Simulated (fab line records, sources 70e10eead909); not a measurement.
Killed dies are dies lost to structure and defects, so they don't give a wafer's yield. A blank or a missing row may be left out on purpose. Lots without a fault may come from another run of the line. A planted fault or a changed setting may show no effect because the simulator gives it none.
fab line records | flow nand_harc
record lots=5 wafers=15 last_day=33
route steps=1302 shown A_WL_FILL@965 A_CONTACT@983
lots that met no fault: from a run of the same line without faults
start_h: hours from the record's first day to the start of the lot's first wafer shown | wait_h: hours since the lot's step before | " the same as in the row above | L1.1+2: a row that stands for several wafers | - no value, or no start given | * or withheld: withheld | < > ~ a bound
route shown NAME@n: a module of which the file shows steps, and the number in the route of the first | usual: mean/standard deviation of fault-free wafers | same: alike in all rows | chamber/n: place in a boat | sites: the reading at each site | _std_site: their standard deviation | _edge_site: outer sites' mean less inner sites' | radius_mm: how far each site lies from the wafer's centre | mask NAME#n: copy n | behind: the tool/chamber that last shaped the wafer | hold: why the lot was held/for how many hours/how that ended | device: the transistor (n, p or np) that didn't switch | end of line: the same wafers' tests at the end of the route | a step without rows: its recipe alone | killed: dies lost to structure and defects at the first sort, not the wafer's yield | map: a wafer's dies, x killed, . not, _ none there
set.NAME: the setting as run; set.NAME@STEP: as run at that earlier step | model.NAME: the simulator's own value behind a step, which no gauge read
lots at some steps of the route; a table a step, a row a wafer
services: from which hour (start_h, from the record's first day; less than 0 if before it) a tool's chamber was out of use, for how many hours, and why
## steps
# step NHARC_A_WL_FILL_ALD_10
# recipe target_thk_a=500 pulse_time_s=10 ald_cycles=500 temp_c=300 material=SiO2
# usual heater_power_w=464/46 precursor_pulse_height_rel=1.000/0.021
# same pulse_time_s=10
# columns lot.wafer tool chamber start_h wait_h heater_power_w precursor_pulse_height_rel
L085.4 ald_hk-01 1 591.78 0.1 423 0.987
L085.1 " 3 592.82 1.1 416 0.992
L085.3 " 0 " " 494 1.012
L089.3 ald_hk-01 0 616.69 0.1 498 0.982
L089.1 " 1 " " 415 1.007
L089.4 " 2 " " 418 1.006
L093.3 ald_hk-01 3 649.74 1.1 420 1.025
L093.5 " 1 650.75 2.1 418 0.988
L093.6 " 2 " " 419 1.001
L097.1 ald_hk-02 1 682.01 0.6 440 1.023
L097.6 " 0 683.54 2.1 543 0.985
L097.5 " 1 " " 449 1.002
L096.4 ald_hk-02 2 693.31 0.6 427 1.026
L096.1 " 3 " " 525 1.034
L096.5 " 2 695.36 2.6 430 0.991
# step NHARC_A_WL_FILL_ETCHBACK_16
# recipe target_depth_a=1200 time_s=24 c4f8_flow_sccm=withheld o2_flow_sccm=8 ar_flow_sccm=withheld rf_w=600 bias_w=800 chemistry=C4F8/O2/Ar
# usual oes_product_au=0.99/0.031 rf_vpp_V=723/5
# columns lot.wafer tool chamber start_h wait_h oes_product_au rf_hours_counter_h rf_vpp_V
L085.1 rie_diel-13 2 - - 1.02 1.6 723
L085.3 " 3 " " 0.99 1.3 716
L085.4 " 0 " " 1.02 1.8 722
L089.4 rie_diel-07 2 - - 1.00 8.9 729
L089.3 " 3 " " 1.04 7.5 728
L089.1 " 0 " " 1.01 7.7 715
L093.3 rie_diel-13 3 - - 0.92 3.2 716
L093.6 " 2 " " 0.93 - 724
L093.5 " 3 " " 0.92 - 716
L097.1 rie_diel-13 3 - - 0.99 3.9 717
L097.6 " 0 " " 1.01 - 721
L097.5 " 1 " " 1.00 - 718
L096.4 rie_diel-07 0 - - 1.01 1.6 716
L096.1 " 2 " " 1.02 2.3 728
L096.5 " 0 " " 1.01 - 716
# step NHARC_A_WL_FILL_STRIP_29
# recipe time_s=20 o2_flow_sccm=500 ar_flow_sccm=0 bias_w=0 chemistry=O2
# usual drypump_motor_current_A=6.0/0.49 oes_product_au=1.009/0.014 rf_vpp_V=57.8/0.93 showerhead_plenum_p_Torr=3.52/0.17 throttle_valve_pct=17.036/0.0083
# columns lot.wafer tool chamber start_h wait_h drypump_motor_current_A oes_product_au rf_hours_counter_h rf_vpp_V showerhead_plenum_p_Torr throttle_valve_pct
L085.4 rie_diel-13 2 596.56 0.1 6.1 1.020 1.6 58.1 3.55 17.033
L085.3 " 3 " " 6.5 1.006 1.3 56.7 3.31 17.037
L085.1 " 0 " " 5.8 1.030 1.8 57.1 3.51 17.050
L089.3 rie_diel-07 2 621.45 0.1 6.2 0.985 8.9 58.6 3.73 17.038
L089.4 " 0 " " 6.0 0.995 7.7 57.7 3.29 17.021
L089.1 " 1 " " 4.8 0.983 6.9 57.7 3.32 17.052
L093.3 rie_diel-13 1 653.42 0.1 6.3 1.004 3.5 56.6 3.39 17.023
L093.6 " 1 " " 6.3 1.005 - 58.5 3.39 17.032
L093.5 " 2 " " 6.1 1.023 - 58.4 3.55 17.044
L097.1 rie_diel-13 1 686.23 0.1 6.3 0.997 4.1 58.0 3.39 17.039
L097.5 " 1 " " 6.3 1.010 - 57.2 3.39 17.024
L097.6 " 3 " " 6.4 0.981 - 57.2 3.31 17.042
L096.1 rie_diel-07 3 697.51 0.1 6.2 0.979 2.3 57.1 3.72 17.036
L096.4 " 0 " " 6.0 1.020 1.7 57.3 3.29 17.037
L096.5 " 3 " " 6.2 0.986 - 59.8 3.71 17.033
# step NHARC_A_WL_FILL_ETCHBACK_17
# recipe target_depth_a=40 time_s=26.7 chemistry=Cl2/BCl3
# usual drypump_motor_current_A=5.8/0.63 oes_product_au=0.999/0.013
# columns lot.wafer tool chamber start_h wait_h drypump_motor_current_A oes_product_au rf_hours_counter_h
L085.1 rie_metal-03 1 596.64 - 5.8 0.976 1.2
L085.4 " 1 " " 5.8 0.978 -
L085.3 " 0 " " 6.4 0.977 -
L089.1 rie_metal-03 0 621.55 - 6.4 0.991 1.5
L089.4 " 1 " " 5.8 0.985 -
L089.3 " 0 " " 6.4 0.996 -
L093.3 rie_metal-03 1 653.56 - 5.8 0.984 -
L093.5 " 0 " " 6.3 0.983 -
L093.6 " 1 " " 5.8 0.985 -
L097.1 rie_metal-01 1 686.32 - 4.8 1.021 2.0
L097.5 " 1 " " 4.8 1.022 -
L097.6 " 0 " " 5.6 0.985 -
L096.1 rie_metal-02 1 697.62 - 6.8 0.997 0.6
L096.4 " 0 " " 5.4 1.013 -
L096.5 " 1 " " 6.7 0.993 -
# step NHARC_A_WL_FILL_PRECLEAN_18
# recipe time_s=30 chemistry=dHF
# columns lot.wafer tool chamber start_h wait_h
L085.4+1+3 wet_bench-05 7,0,3 596.84 0.1
L089.3+1+4 wet_bench-03 4,7,1 621.71 0.1
L093.6+3+5 wet_bench-02 2,4,6 653.69 0.1
L097.6+5+1 wet_bench-05 4,5,1 686.51 0.1
L096.1+4+5 wet_bench-02 0,1,2 697.79 0.2
# step NHARC_A_WL_FILL_SRD_21
# columns lot.wafer tool chamber start_h wait_h
L085.4+1+3 wet_bench-05 7,0,3 596.87 0.0
L089.3+1+4 wet_bench-03 4,7,1 621.74 0.0
L093.6+3+5 wet_bench-02 2,4,6 653.71 0.0
L097.6+5+1 wet_bench-05 4,5,1 686.53 0.0
L096.1+4+5 wet_bench-02 0,1,2 697.81 0.0
# step NHARC_A_WL_FILL_CVD_23
# recipe target_thk_a=400 temp_c=620 pressure_mtorr=200 time_s=800 material=poly-Si
# usual spike_tc_centre_C=620.2/1.1
# columns lot.wafer tool chamber start_h wait_h spike_tc_centre_C
L085.1 lpcvd_poly-03 0 599.22 2.4 620.3
L085.3 " 0 " " 620.8
L085.4 " 0 " " 621.2
L089.1 lpcvd_poly-04 0 624.19 2.4 619.5
L089.3 " 0 " " 619.8
L089.4 " 0 " " 618.7
L093.3 lpcvd_poly-01 0 656.15 - 620.1
L093.5 " 0 " " 619.8
L093.6 " 0 " " 620.2
L097.1 lpcvd_poly-01 0 688.97 2.4 619.9
L097.5 " 0 " " 618.5
L097.6 " 0 " " 619.7
L096.1 lpcvd_poly-01 0 700.24 2.4 619.9
L096.4 " 0 " " 619.1
L096.5 " 0 " " 619.7
# step NHARC_A_WL_FILL_ETCHBACK_26
# recipe target_depth_a=520 time_s=13.3 hbr_flow_sccm=150 rf_w=350 icp_w=350 bias_w=60 chemistry=HBr
# usual drypump_motor_current_A=5.6/0.44 oes_product_au=1.001/0.013 throttle_valve_pct=23.266/0.0087
# columns lot.wafer tool chamber start_h wait_h drypump_motor_current_A oes_product_au rf_hours_counter_h throttle_valve_pct
L085.1 rie_si-05 3 601.84 0.4 5.0 1.012 0.8 23.255
L085.3 " 0 " " 4.9 1.005 0.6 23.284
L085.4 " 1 " " 5.9 1.024 0.9 23.272
L089.1 rie_si-01 2 626.77 0.4 5.2 0.994 0.4 23.270
L089.3 " 3 " " 6.1 1.009 0.4 23.254
L089.4 " 1 " " 5.8 0.970 0.3 23.273
L093.3 rie_si-05 0 658.77 0.4 4.9 0.991 1.0 23.271
L093.6 " 1 " " 5.9 1.019 - 23.265
L093.5 " 2 " " 5.7 0.996 - 23.277
L097.1 rie_si-02 0 691.56 0.4 6.4 1.002 0.3 23.267
L097.6 " 0 " " 6.3 1.009 - 23.270
L097.5 " 1 " " 6.0 1.001 - 23.259
L096.4 rie_si-05 0 702.81 0.4 4.9 0.996 0.3 23.260
L096.1 " 3 " " 5.1 1.028 0.2 23.264
L096.5 " 0 " " 4.9 0.995 - 23.264
# step NHARC_A_WL_FILL_PRECLEAN_30
# recipe time_s=10 chemistry=dHF
# columns lot.wafer tool chamber start_h wait_h
L085.3+4+1 wet_bench-05 3,5,7 601.98 0.1
L089.3+1+4 wet_bench-03 1,2,5 626.91 0.1
L093.5+6+3 wet_bench-05 3,5,7 658.88 0.1
L097.6+1+5 wet_bench-02 7,0,1 691.71 0.1
L096.5+1+4 wet_bench-02 0,1,4 702.96 0.1
# step NHARC_A_WL_FILL_SRD_14
# columns lot.wafer tool chamber start_h wait_h
L085.3+4+1 wet_bench-05 3,5,7 602.00 0.0
L089.3+1+4 wet_bench-03 1,2,5 626.93 0.0
L093.5+6+3 wet_bench-05 3,5,7 658.90 0.0
L097.6+1+5 wet_bench-02 7,0,1 691.73 0.0
L096.5+1+4 wet_bench-02 0,1,4 702.98 0.0
# step NHARC_A_WL_FILL_ALD_19
# recipe target_thk_a=20 pulse_time_s=3 ald_cycles=100 temp_c=450 material=TiN
# usual heater_power_w=1036/100 precursor_pulse_height_rel=0.999/0.02
# same pulse_time_s=3
# columns lot.wafer tool chamber start_h wait_h heater_power_w precursor_pulse_height_rel
L085.4 ald_metal-02 3 602.12 0.1 854 1.016
L085.1 " 0 " " 1147 0.983
L085.3 " 1 " " 1014 0.972
L089.3 ald_metal-03 2 627.03 0.1 1010 1.027
L089.1 " 0 " " 1025 1.004
L089.4 " 1 " " 898 1.023
L093.3 ald_metal-02 2 659.04 0.1 1130 0.999
L093.6 " 0 " " 1154 0.986
L093.5 " 1 " " 907 1.004
L097.1 ald_metal-01 2 691.85 0.1 978 1.010
L097.5 " 1 " " 1122 0.982
L097.6 " 2 " " 985 0.993
L096.1 ald_metal-01 0 703.10 0.1 948 0.975
L096.4 " 1 " " 1115 1.000
L096.5 " 0 " " 934 1.015
# step NHARC_A_WL_FILL_CVD_20
# recipe target_thk_a=1000 temp_c=400 pressure_torr=40 wf6_flow_sccm=40 h2_flow_sccm=1600 ar_flow_sccm=1560 time_s=74 material=W
# usual heater_power_w=871/45 throttle_valve_pct=8.0/0.31
# columns lot.wafer tool chamber start_h wait_h heater_power_w throttle_valve_pct
L085.1 cvd_w-02 0 - - 877 8.2
L085.3 " 0 " " 856 7.9
L085.4 " 1 " " 795 8.4
L089.1 cvd_w-01 1 - - 859 8.5
L089.3 " 0 " " 938 7.6
L089.4 " 1 " " 860 8.4
L093.3 cvd_w-01 1 - - 891 8.4
L093.5 " 0 " " 913 7.8
L093.6 " 1 " " 875 8.6
L097.1 cvd_w-01 1 - - 881 8.5
L097.5 " 0 " " 907 7.7
L097.6 " 1 " " 870 8.6
L096.1 cvd_w-01 0 - - 950 7.9
L096.4 " 0 " " 927 7.7
L096.5 " 1 " " 876 8.4
# step NHARC_A_WL_FILL_CMP_12
# recipe t_overpolish_s=30 target_thk_nm=100
# usual motor_current_A=12.3/1.6 overpolish_run_s=30.001/0.0091 time_to_endpoint_s=20.6/2.1
# columns lot.wafer tool chamber start_h wait_h motor_current_A overpolish_run_s time_to_endpoint_s
L085.4 cmp-03 3 602.62 0.1 13.0 29.999 20.2
L085.3 " 0 " " 15.8 29.994 17.1
L085.1 " 1 " " 12.0 30.000 19.2
L089.4 cmp-01 2 627.41 0.1 13.1 30.011 24.8
L089.3 " 0 " " 12.8 30.004 20.0
L089.1 " 1 " " 9.6 30.005 20.2
L093.3 cmp-03 2 659.37 0.1 9.5 29.979 17.2
L093.6 " 2 " " 9.4 29.987 19.4
L093.5 " 3 " " 12.3 30.017 18.1
L097.1 cmp-01 1 692.23 0.2 10.0 30.006 18.8
L097.5 " 0 " " 12.6 30.011 24.3
L097.6 " 1 " " 9.9 29.999 19.2
L096.4 cmp-02 0 703.46 0.1 12.2 30.011 18.5
L096.1 " 1 " " 12.8 29.995 21.0
L096.5 " 0 " " 12.3 29.993 20.7
# step NHARC_A_WL_FILL_SRD_31
# columns lot.wafer tool chamber start_h wait_h
L085.4+1+3 wet_bench-03 4,5,6 602.93 0.0
L089.1+4+3 wet_bench-05 5,6,7 627.74 0.0
L093.5+6+3 wet_bench-05 3,5,6 659.70 0.0
L097.5+1+6 wet_bench-02 0,1,4 692.53 0.0
L096.4+5+1 wet_bench-05 6,7,2 703.79 0.0
# step NHARC_A_WL_FILL_INSPECT_15
# usual raw_defect_count=506/130
# columns lot.wafer tool chamber start_h wait_h raw_defect_count
L085.1 defect_inspect-02 - 603.08 0.0 431
L085.3 " - " " 651
L085.4 " - " " 680
L089.1 defect_inspect-01 - 627.88 0.0 297
L089.3 " - " " 275
L089.4 " - " " 269
L093.3 defect_inspect-02 - 659.84 0.0 433
L093.5 " - " " 610
L093.6 " - " " 380
L097.1 defect_inspect-02 - 692.67 0.0 500
L097.5 " - " " 379
L097.6 " - " " 764
L096.1 defect_inspect-02 - 703.95 0.0 418
L096.4 " - " " 310
L096.5 " - " " 626
# step NHARC_A_CONTACT_DEP_24
# recipe target_thk_a=5000 temp_c=400 pressure_torr=6.5 rf_w=900 teos_flow_sccm=161.4 flow_sccm=2650 target_thk_nm=500 gas=O2 material=SiO2
# usual heater_power_w=555/99 mfc_precursor_sccm=161.4/0.46 throttle_valve_pct=15.9/0.65
# columns lot.wafer tool chamber start_h wait_h heater_power_w mfc_precursor_sccm throttle_valve_pct
L085.1 pecvd-03 2 603.21 0.1 588 161.4 16.1
L085.3 " 0 " " 480 161.4 15.9
L085.4 " 0 " " 494 161.1 16.2
L089.3 pecvd-02 2 627.95 0.1 356 161.8 15.5
L089.1 " 0 " " 624 162.1 17.2
L089.4 " 0 " " 644 161.8 17.0
L093.3 pecvd-01 2 659.91 0.1 481 161.6 16.3
L093.5 " 2 " " 522 162.2 16.3
L093.6 " 1 " " 710 161.2 16.4
L097.1 pecvd-02 2 692.86 0.2 426 161.4 15.6
L097.5 " 1 " " 535 162.2 15.3
L097.6 " 2 " " 446 161.3 15.6
L096.1 pecvd-03 1 704.02 0.1 623 161.1 16.2
L096.5 " 2 " " 570 161.8 16.2
L096.4 " 0 " " 490 161.4 16.1
# step NHARC_A_CONTACT_DEP_28
# recipe target_thk_a=70000 temp_c=400 material=aC
# usual throttle_valve_pct=35.002/0.0088
# columns lot.wafer tool chamber start_h wait_h throttle_valve_pct
L085.1 acl_dep-03 0 603.76 0.1 35.008
L085.3 " 0 605.18 1.5 34.996
L085.4 " 0 " " 35.006
L089.1 acl_dep-03 0 630.43 1.9 34.990
L089.3 " 0 631.81 3.3 35.007
L089.4 " 0 " " 34.998
L093.3 acl_dep-03 0 664.71 4.3 35.009
L093.5 " 0 666.13 5.7 35.013
L093.6 " 0 " " 34.996
L097.1 acl_dep-03 0 693.35 0.1 34.993
L097.5 " 0 696.16 2.9 35.002
L097.6 " 0 " " 34.984
L096.1 acl_dep-02 0 704.63 0.1 35.017
L096.4 " 0 706.74 2.2 35.002
L096.5 " 0 " " 35.005
# step NHARC_A_CONTACT_DEP_29
# recipe target_thk_a=1000 target_thk_nm=100 temp_c=400 pressure_torr=3.5 flow_sccm=200 rf_w=350 material=SiON
# usual heater_power_w=760/110
# columns lot.wafer tool chamber start_h wait_h heater_power_w
L085.1 pecvd-02 2 608.03 3.6 545
L085.3 " 0 " " 844
L085.4 " 0 " " 888
L089.3 pecvd-02 2 634.63 2.1 568
L089.1 " 0 " " 917
L089.4 " 1 " " 685
L093.3 pecvd-03 1 667.62 2.2 931
L093.6 " 0 " " 705
L093.5 " 1 " " 944
L097.1 pecvd-01 1 697.83 3.8 891
L097.6 " 1 " " 913
L097.5 " 2 " " 649
L096.1 pecvd-03 0 708.88 3.5 699
L096.5 " 1 " " 754
L096.4 " 2 " " 805
# step NHARC_A_CONTACT_DEHYDRATE_32
# recipe temp_c=150 time_s=120
# columns lot.wafer tool chamber start_h wait_h
L085.1+3+4 litho_track-01 0 608.30 0.2
L089.1+3+4 litho_track-01 0 634.88 0.2
L093.3+5+6 litho_track-06 0 667.84 0.2
L097.1+5+6 litho_track-06 0 698.13 0.3
L096.1+4+5 litho_track-01 0 709.15 0.2
# step NHARC_A_CONTACT_HMDS_33
# recipe time_s=30
# columns lot.wafer tool chamber start_h wait_h
L085.1+3+4 litho_track-01 0 - -
L089.1+3+4 litho_track-01 0 - -
L093.3+5+6 litho_track-06 0 - -
L097.1+5+6 litho_track-06 0 - -
L096.1+4+5 litho_track-01 0 - -
# step NHARC_A_CONTACT_COAT_34
# recipe temp_c=260 time_s=75
# columns lot.wafer tool chamber start_h wait_h
L085.1+3+4 litho_track-01 0 - -
L089.1+3+4 litho_track-01 0 - -
L093.3+5+6 litho_track-06 0 - -
L097.1+5+6 litho_track-06 0 - -
L096.1+4+5 litho_track-01 0 - -
# step NHARC_A_CONTACT_COAT_35
# recipe temp_c=225 time_s=65
# columns lot.wafer tool chamber start_h wait_h
L085.1+3+4 litho_track-01 0 - -
L089.1+3+4 litho_track-01 0 - -
L093.3+5+6 litho_track-06 0 - -
L097.1+5+6 litho_track-06 0 - -
L096.1+4+5 litho_track-01 0 - -
# step NHARC_A_CONTACT_COAT_36
# recipe spin_rpm=1500 resist_thk_nm=90
# columns lot.wafer tool chamber start_h wait_h
L085.1+3+4 litho_track-01 0 - -
L089.1+3+4 litho_track-01 0 - -
L093.3+5+6 litho_track-06 0 - -
L097.1+5+6 litho_track-06 0 - -
L096.1+4+5 litho_track-01 0 - -
# step NHARC_A_CONTACT_SOFTBAKE_37
# recipe temp_c=105 time_s=55
# columns lot.wafer tool chamber start_h wait_h
L085.1+3+4 litho_track-01 0 - -
L089.1+3+4 litho_track-01 0 - -
L093.3+5+6 litho_track-06 0 - -
L097.1+5+6 litho_track-06 0 - -
L096.1+4+5 litho_track-01 0 - -
# step NHARC_A_CONTACT_EBR_38
# columns lot.wafer tool chamber start_h wait_h
L085.1+3+4 litho_track-01 0 - -
L089.1+3+4 litho_track-01 0 - -
L093.3+5+6 litho_track-06 0 - -
L097.1+5+6 litho_track-06 0 - -
L096.1+4+5 litho_track-01 0 - -
# step NHARC_A_CONTACT_EXPOSE_39
# recipe na=1.35 sigma_outer=0.8 dose_mj=58.79 mask_id=A_CC_3
# same na=1.35
# columns lot.wafer tool chamber start_h wait_h mask
L085.1+3+4 arfi_scanner-02 0 608.49 - A_CC_3#0
L089.1+3+4 arfi_scanner-03 0 635.19 - A_CC_3#0
L093.3+5+6 arfi_scanner-02 0 668.16 - A_CC_3#0
L097.1+5+6 arfi_scanner-03 0 698.44 - A_CC_3#0
L096.1+4+5 arfi_scanner-01 0 709.46 - A_CC_3#0
# step NHARC_A_CONTACT_PEB_40
# recipe peb_temp_c=100 peb_time_s=65
# columns lot.wafer tool chamber start_h wait_h
L085.1+3+4 litho_track-01 0 608.56 0.1
L089.1+3+4 litho_track-06 0 635.25 0.1
L093.3+5+6 litho_track-01 0 668.21 0.0
L097.1+5+6 litho_track-04 0 698.50 0.1
L096.1+4+5 litho_track-04 0 709.52 0.1
# step NHARC_A_CONTACT_DEVELOP_41
# recipe develop_time_s=35 dev_temp_c=23
# columns lot.wafer tool chamber start_h wait_h
L085.1+3+4 litho_track-01 0 - -
L089.1+3+4 litho_track-06 0 - -
L093.3+5+6 litho_track-01 0 - -
L097.1+5+6 litho_track-04 0 - -
L096.1+4+5 litho_track-04 0 - -
# step NHARC_A_CONTACT_CD_MEAS_42
# recipe target_cd_nm=300 landing_energy_ev=500
# usual cd_nm=299.7/0.71
# columns lot.wafer tool chamber start_h wait_h cd_nm
L085.1 cd_sem-03 0 608.63 - 298.7
L085.3 " 0 " " 299.1
L085.4 " 0 " " 299.5
L089.1 cd_sem-01 0 635.32 - 300.1
L089.3 " 0 " " 300.0
L089.4 " 0 " " 300.3
L093.3 cd_sem-03 0 668.29 - 297.9
L093.5 " 0 " " 298.9
L093.6 " 0 " " 298.8
L097.1 cd_sem-01 0 698.58 - 300.0
L097.5 " 0 " " 299.9
L097.6 " 0 " " 300.0
L096.1 cd_sem-03 0 709.60 - 299.6
L096.4 " 0 " " 299.9
L096.5 " 0 " " 299.7
# step NHARC_A_CONTACT_OVL_MEAS_43
# usual overlay_x_nm=-0.2/0.82 overlay_y_nm=-0.3/0.7
# columns lot.wafer tool chamber start_h wait_h overlay_x_nm overlay_y_nm
L085.1 overlay-02 - 608.72 - 1.3 -0.1
L085.3 " - " " 1.1 -0.3
L085.4 " - " " 1.4 -0.4
L089.1 overlay-01 - 635.41 - 0.3 -0.6
L089.3 " - " " 0.7 -0.6
L089.4 " - " " 0.6 -1.0
L093.3 overlay-01 - 668.38 - 0.7 -1.1
L093.5 " - " " 0.4 -0.5
L093.6 " - " " 0.4 -0.6
L097.1 overlay-02 - 698.67 - -0.8 -1.4
L097.5 " - " " -0.9 -1.9
L097.6 " - " " -0.6 -1.3
L096.1 overlay-01 - 709.69 - 0.1 -0.2
L096.4 " - " " 0.6 -0.1
L096.5 " - " " 0.4 0.1
# step NHARC_A_CONTACT_INSPECT_44
# usual raw_defect_count=83/47
# columns lot.wafer tool chamber start_h wait_h raw_defect_count
L085.1 defect_inspect-01 - 608.76 0.0 80
L085.3 " - " " 86
L085.4 " - " " 84
L089.1 defect_inspect-01 - 635.45 0.0 16
L089.3 " - " " 19
L089.4 " - " " 18
L093.3 defect_inspect-02 - 668.42 0.0 22
L093.5 " - " " 23
L093.6 " - " " 38
L097.1 defect_inspect-02 - 698.70 0.0 71
L097.5 " - " " 58
L097.6 " - " " 60
L096.1 defect_inspect-02 - 709.72 0.0 29
L096.4 " - " " 39
L096.5 " - " " 42
# step NHARC_A_CONTACT_DESCUM_47
# recipe time_s=3 o2_flow_sccm=200 ar_flow_sccm=0 bias_power_w=0 chemistry=O2
# usual drypump_motor_current_A=5.9/0.33 oes_product_au=0.999/0.012 rf_vpp_V=57.7/0.91 showerhead_plenum_p_Torr=1.90/0.057 throttle_valve_pct=11.310/0.0083
# same bias_power_w=0
# columns lot.wafer tool chamber start_h wait_h drypump_motor_current_A oes_product_au rf_hours_counter_h rf_vpp_V showerhead_plenum_p_Torr throttle_valve_pct
L085.3 rie_diel-11 0 608.83 0.1 5.8 0.981 25 57.0 1.87 11.315
L085.4 " 1 " " 6.0 0.989 28 56.8 1.94 11.305
L085.1 " 2 " " 5.4 1.002 23 56.8 1.95 11.310
L089.3 rie_diel-11 1 635.52 0.1 6.0 0.983 3 57.3 1.94 11.333
L089.1 " 2 " " 5.4 1.003 4 58.2 1.95 11.309
L089.4 " 3 " " 6.2 1.014 3 58.4 2.00 11.310
L093.3 rie_diel-11 3 668.50 0.1 6.2 1.004 11 59.3 2.00 11.313
L093.6 " 0 " " 5.8 1.008 - 56.1 1.87 11.298
L093.5 " 1 " " 6.0 1.002 - 56.5 1.94 11.309
L097.1 rie_diel-11 2 698.76 0.1 5.3 0.984 16 59.0 1.95 11.307
L097.6 " 2 " " 5.4 0.996 - 57.9 1.95 11.315
L097.5 " 3 " " 6.2 1.005 - 57.8 2.00 11.314
L096.1 rie_diel-11 1 709.78 0.1 6.0 0.999 17 56.6 1.93 11.314
L096.4 " 3 " " 6.2 1.012 17 59.2 2.00 11.324
L096.5 " 2 " " 5.3 0.993 - 57.7 1.94 11.311
# step NHARC_A_CONTACT_ETCH_48
# recipe target_depth_a=390 over_etch_frac=0.3 time_s=65 ion_energy_ev=80 cf4_flow_sccm=150 ar_flow_sccm=0 rf_w=300 bias_w=100 chemistry=CF4
# usual drypump_motor_current_A=5.9/0.33 oes_product_au=0.998/0.013 rf_vpp_V=151.2/1 showerhead_plenum_p_Torr=1.76/0.048 throttle_valve_pct=13.284/0.0093
# columns lot.wafer tool chamber start_h wait_h drypump_motor_current_A oes_product_au rf_hours_counter_h rf_vpp_V showerhead_plenum_p_Torr throttle_valve_pct
L085.1 rie_diel-11 3 608.91 0.1 6.2 1.015 24 152.8 1.85 13.291
L085.3 " 0 " " 5.7 0.983 25 151.3 1.73 13.288
L085.4 " 2 " " 5.4 1.001 23 150.2 1.80 13.280
L089.3 rie_diel-11 0 635.60 0.1 5.8 1.000 3 152.4 1.73 13.291
L089.4 " 1 " " 6.0 0.974 3 152.7 1.79 13.292
L089.1 " 2 " " 5.4 0.991 4 150.2 1.80 13.279
L093.3 rie_diel-11 2 668.57 0.1 5.4 0.985 11 153.1 1.80 13.285
L093.5 " 1 " " 6.0 0.982 - 152.1 1.79 13.281
L093.6 " 2 " " 5.4 0.990 - 151.2 1.80 13.284
L097.1 rie_diel-11 2 698.85 0.1 5.4 0.996 16 152.9 1.80 13.274
L097.6 " 2 " " 5.3 0.994 - 152.4 1.80 13.279
L097.5 " 3 " " 6.2 0.998 - 152.9 1.84 13.285
L096.4 rie_diel-11 2 709.87 0.1 5.3 0.981 19 150.7 1.80 13.289
L096.1 " 3 " " 6.3 0.994 17 150.9 1.84 13.291
L096.5 " 1 " " 6.0 1.000 - 151.5 1.79 13.267
# step NHARC_A_CONTACT_ETCH_49
# recipe target_depth_a=2600 over_etch_frac=0.3 time_s=475.3 ion_energy_ev=200 n2_flow_sccm=150 h2_flow_sccm=150 ar_flow_sccm=0 rf_w=400 bias_w=150 chemistry=N2/H2
# usual drypump_motor_current_A=5.9/0.33 oes_product_au=0.999/0.013 rf_vpp_V=430.3/1.9 showerhead_plenum_p_Torr=2.03/0.063 throttle_valve_pct=14.170/0.0088
# columns lot.wafer tool chamber start_h wait_h drypump_motor_current_A oes_product_au rf_hours_counter_h rf_vpp_V showerhead_plenum_p_Torr throttle_valve_pct
L085.1 rie_diel-11 2 - - 5.4 0.996 23 431.7 2.08 14.161
L085.3 " 0 " " 5.8 0.985 25 429.5 1.99 14.163
L085.4 " 1 " " 6.0 0.987 28 430.6 2.07 14.174
L089.4 rie_diel-11 2 - - 5.3 0.995 4 430.7 2.08 14.178
L089.3 " 0 " " 5.8 1.018 3 428.5 1.99 14.185
L089.1 " 1 " " 6.0 0.975 3 432.0 2.07 14.171
L093.3 rie_diel-11 1 - - 6.0 0.997 9 431.6 2.07 14.162
L093.5 " 0 " " 5.8 1.011 - 428.5 1.99 14.169
L093.6 " 1 " " 6.0 0.999 - 431.5 2.07 14.165
L097.1 rie_diel-11 0 - - 5.8 0.995 14 428.3 1.99 14.165
L097.6 " 2 " " 5.4 0.989 - 430.7 2.07 14.168
L097.5 " 3 " " 6.2 1.002 - 434.6 2.13 14.179
L096.1 rie_diel-11 3 - - 6.2 0.997 17 432.9 2.13 14.164
L096.4 " 1 " " 6.0 0.994 17 430.5 2.06 14.171
L096.5 " 0 " " 5.8 0.995 - 429.7 1.99 14.196
# step NHARC_A_CONTACT_ETCH_50
# recipe target_depth_a=1210 time_s=60.5 cf4_flow_sccm=100 chf3_flow_sccm=30 ar_flow_sccm=0 rf_w=500 bias_w=200 chemistry=CF4/CHF3
# usual drypump_motor_current_A=5.9/0.34 oes_product_au=0.955/0.023 rf_vpp_V=370.3/1.7 showerhead_plenum_p_Torr=1.57/0.045 throttle_valve_pct=16.803/0.0081
# columns lot.wafer tool chamber start_h wait_h drypump_motor_current_A oes_product_au rf_hours_counter_h rf_vpp_V showerhead_plenum_p_Torr throttle_valve_pct
L085.1 rie_diel-11 2 - - 5.3 0.975 23 371.5 1.60 16.807
L085.3 " 3 " " 6.2 0.972 25 373.5 1.64 16.791
L085.4 " 1 " " 6.0 0.982 28 371.8 1.59 16.803
L089.3 rie_diel-11 2 - - 5.4 0.967 4 369.6 1.60 16.795
L089.4 " 3 " " 6.2 0.967 3 373.1 1.64 16.795
L089.1 " 0 " " 5.8 0.965 3 368.5 1.54 16.789
L093.3 rie_diel-11 3 - - 6.2 0.929 11 373.6 1.64 16.818
L093.6 " 3 " " 6.2 0.919 - 373.2 1.64 16.805
L093.5 " 0 " " 5.8 0.919 - 368.6 1.54 16.807
L097.1 rie_diel-11 0 - - 5.8 0.982 14 371.1 1.54 16.790
L097.5 " 0 " " 5.8 0.976 - 369.7 1.54 16.798
L097.6 " 1 " " 6.0 0.972 - 369.4 1.59 16.798
L096.4 rie_diel-11 1 - - 6.0 0.965 17 370.5 1.59 16.806
L096.1 " 0 " " 5.8 0.972 17 368.9 1.54 16.820
L096.5 " 2 " " 5.4 0.960 - 371.2 1.60 16.806
## services
# columns tool chamber start_h hours kind
rie_diel-13 3 578.86 3.7 repair
rie_diel-11 3 588.91 4.8 repair
pecvd-02 - 589.28 13.0 pm
pecvd-03 0 591.38 9.6 repair
wet_bench-02 - 596.00 8.0 pm
rie_diel-13 - 601.09 0.8 repair
cvd_w-01 0 606.92 5.2 repair
rie_diel-11 - 610.20 9.0 pm
wet_bench-05 - 612.82 8.0 pm
cvd_w-01 0 617.69 3.2 repair
rie_diel-11 3 624.81 5.4 repair
rie_diel-07 2 640.24 1.5 repair
pecvd-03 1 641.89 21.5 repair
rie_diel-13 2 645.70 2.0 repair
rie_diel-07 - 648.20 9.0 pm
cvd_w-01 - 652.55 0.2 repair
acl_dep-03 - 667.54 13.0 pm
rie_diel-11 3 677.12 8.5 repair
litho_track-01 - 680.01 7.0 pm
rie_diel-13 2 684.25 20.9 repair
rie_diel-13 - 696.00 9.0 pm
litho_track-06 - 704.01 7.0 pm
rie_diel-13 - 706.22 0.6 repair
rie_diel-13 2 709.97 16.7 repair
## key
fault none
